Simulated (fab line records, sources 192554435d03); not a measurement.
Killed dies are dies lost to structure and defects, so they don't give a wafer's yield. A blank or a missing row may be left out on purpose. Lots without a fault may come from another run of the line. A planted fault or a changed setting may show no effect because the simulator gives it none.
Split-lot experiment | flow n5_finfet | 7 lots, 21 wafers read, on a route of 1938 steps

THE SPLIT
At N5_HKMG_FIN_COAT_30 (time 60 s, resist thk 35 nm), the setting spin_rpm was moved away from the recipe's 1500 rpm on 3 of the 21 wafers read, by -10.5% to +9.9%. The other wafers ran this setting at the recipe's value.

The reading is taken at the split's own step.

THE READING
SiARC_of_HKMG_FIN_COAT_30.thk_nm (the simulator's own value, which no gauge read), in nm, at N5_HKMG_FIN_COAT_30 (time 60 s, resist thk 35 nm). The file gives no usual value for it. The 18 wafers here that ran the recipe average 35.1 nm, standard deviation 0.12 nm.

wafer  | tool, chamber at the split | spin_rpm as run, rpm | against the recipe | SiARC_of_HKMG_FIN_COAT_30.thk_nm, nm | against lot-mates on the recipe
L078.1 | litho_track-03, 0          | 1500                 | recipe             | 35                                   | -
L078.4 | litho_track-03, 0          | 1500                 | recipe             | 35                                   | -
L078.5 | litho_track-03, 0          | 1500                 | recipe             | 35                                   | -
L081.2 | litho_track-05, 0          | 1500                 | recipe             | 35                                   | -
L081.5 | litho_track-05, 0          | 1500                 | recipe             | 35                                   | -
L081.3 | litho_track-05, 0          | 1418                 | -5.5%              | 35.8                                 | +0.8
L080.3 | litho_track-02, 0          | 1500                 | recipe             | 34.8                                 | -
L080.4 | litho_track-02, 0          | 1500                 | recipe             | 35                                   | -
L080.6 | litho_track-02, 0          | 1649                 | +9.9%              | 33.2                                 | -1.7
L088.1 | litho_track-03, 0          | 1343                 | -10.5%             | 37                                   | +1.9
L088.3 | litho_track-03, 0          | 1500                 | recipe             | 35.2                                 | -
L088.5 | litho_track-03, 0          | 1500                 | recipe             | 35                                   | -
L091.1 | litho_track-03, 0          | 1500                 | recipe             | 35                                   | -
L091.2 | litho_track-03, 0          | 1500                 | recipe             | 35                                   | -
L091.6 | litho_track-03, 0          | 1500                 | recipe             | 35                                   | -
L093.1 | litho_track-03, 0          | 1500                 | recipe             | 35.2                                 | -
L093.2 | litho_track-03, 0          | 1500                 | recipe             | 35.2                                 | -
L093.4 | litho_track-03, 0          | 1500                 | recipe             | 35.2                                 | -
L096.2 | litho_track-03, 0          | 1500                 | recipe             | 35.2                                 | -
L096.5 | litho_track-03, 0          | 1500                 | recipe             | 35.2                                 | -
L096.6 | litho_track-03, 0          | 1500                 | recipe             | 35.2                                 | -

THE FIT
A straight line over all 21 wafers: SiARC_of_HKMG_FIN_COAT_30.thk_nm changes by -0.18 nm for each +1% of spin_rpm; r = -0.98; the points scatter about the line by 0.13 nm.
The same after taking each lot's own level away (the mean of its wafers on the recipe; 21 wafers): -0.173 nm for each +1%; r = -1.00; scatter 0.06 nm.
On that fit, the largest move of spin_rpm shifts the reading by 1.8 nm.
The lots' own levels span 34.90 to 35.20 nm, that is 2.6 times the standard deviation above.
So the lot-to-lot level changes the slope little: the two slopes agree.
Check: with one of the wafers moved furthest among these (-10.5%) left out of the fit, the line predicts +1.72 nm for it against its lot-mates. It came out at +1.9 nm against them.

OTHER SPLITS ON THESE WAFERS
These wafers also went through other splits before the reading. Each is held against what the fit with the lots' levels taken away leaves over:
other split on the same wafers  | wafers away from the commonest value | r with SiARC_of_HKMG_FIN_COAT_30.thk_nm (lot level and that fit taken away)
N5_DUMMY_GATE_EXPOSE_12 dose_mj | 5                                    | +0.70
N5_SD_EPI_N_EPI_21 temp_c       | 6                                    | +0.34
N5_SDB_ETCH_18 source_w         | 6                                    | +0.14
N5_SDB_CUT_ETCH_26 icp_w        | 7                                    | +0.23

THE FILE'S OWN FIT
SiARC_of_HKMG_FIN_COAT_30.thk_nm changes by -0.173 nm for each +1% of spin_rpm, r = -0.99.
